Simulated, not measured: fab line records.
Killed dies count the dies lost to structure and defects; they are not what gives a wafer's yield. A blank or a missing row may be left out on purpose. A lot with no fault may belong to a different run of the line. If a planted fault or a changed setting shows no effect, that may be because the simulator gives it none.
Problem report in the 8D (eight disciplines) form, filled by code ; flow n5Finfet ; the parts of the form that need people (team, actions taken, sign-off) are left out

## 1. WHAT IS WRONG
Wafers free of any fault read 44.0 nm (standard deviation 0.61) for VIA_MOL_THK at N5_MOL_CONTACT_COAG_THK_MEAS_53, against a mean of 38.6 nm on 4 wafers of 3 lots. Measured from the usual mean, that is -8.9 standard deviations.
The first sign was on wafer L999.5 at day 7 09:54, on filmMetro-01. At this step, 30 wafers from 10 lots have a number in the record. The rule behind "out" and "out of limits": a value lying over 4 standard deviations away from the usual mean. All remaining wafers that have a number are taken as sound.

## 2. WHAT IT IS AND WHAT IT IS NOT
question;is;is not
which readings at this step;VIA_MOL_THK;-
which lots;L100, L101, L999;L109, L110, L112, L113, L994, L997, L998
which wafers of those lots;L100.5, L101.2, L101.4, L999.5;L100.1, L100.6, L101.3, L999.1, L999.6
read on which gauges;filmMetro-01, filmMetro-02;-
when;from day 7 09:54;"up to then (11 sound wafers); but 15 sound wafers of L100, L101, L109, L110, L112, L113 came after"

## 3. SUSPECTS, AND WHAT RULES EACH OUT
Counting: any tool at a process step up to the reading remains a suspect provided it ran every lot that is out. Sound lots after the first of them don't rule it out here, since some wafers of a struck lot are sound.
- the gauge at N5_MOL_CONTACT_COAG_THK_MEAS_53 is ruled out. Those wafers that are out were read across 2 gauges (filmMetro-01, filmMetro-02).
- pecvd-04 at N5_MOL_CONTACT_COAG_PECVD_31 (deposits SiO2 from TEOS/O2, target thk 46 nm, time 8.9 s): kept. It ran every lot that is out, first L999 (day 7 06:24); its last sound lot up to then is L998 (day 7 00:51).
- cvdW-02 at N5_MOL_CONTACT_COAG_CVD_140 (deposits W, target thk 66.5 nm, time 215 s): kept. It ran every lot that is out, first L999 (day 7 09:17); its last sound lot up to then is L998 (day 7 04:32).
The count leaves cvdW-02 at N5_MOL_CONTACT_COAG_CVD_140 and pecvd-04 at N5_MOL_CONTACT_COAG_PECVD_31.

## 4. THE CAUSE (what the simulator had put in)
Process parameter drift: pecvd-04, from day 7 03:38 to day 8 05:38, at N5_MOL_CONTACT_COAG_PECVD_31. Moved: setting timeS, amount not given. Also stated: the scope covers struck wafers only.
Of the 2 suspects that counting leaves, this tool is one.

## 5. THE CHAIN OF EFFECTS, in route order
One row per reading whose mean, taken over the struck wafers that have a number, lies over 3 standard deviations from the usual. Scope: only readings with a usual standard deviation given in the record; hours: median across lots of the time from each lot's start at the first step in this table that gives one to its start at this step; sigmas: change in usual standard deviations.
hours;step;reading;usual;on struck wafers;change;sigmas
0;N5_MOL_CONTACT_COAG_THK_MEAS_53;VIA_MOL_THK;44.0 nm;38.6;-5.4;-8.9
At these later measuring or inspecting steps, every struck wafer for which the step has a row has a number for every such reading, and none has moved that far: N5_BEOL_M4_RC_MEAS_101.

## 6. HOW IT WOULD HAVE BEEN CAUGHT EARLIER
In this record the first reading out of limits at a measuring or inspecting step was taken at day 7 09:54, 6 hours after the fault began at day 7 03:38.
L100, L101, from the lots that are out (3), started N5_MOL_CONTACT_COAG_PECVD_31 on pecvd-04 later than day 7 09:54. A hold on the tool at that time would have spared those 2.
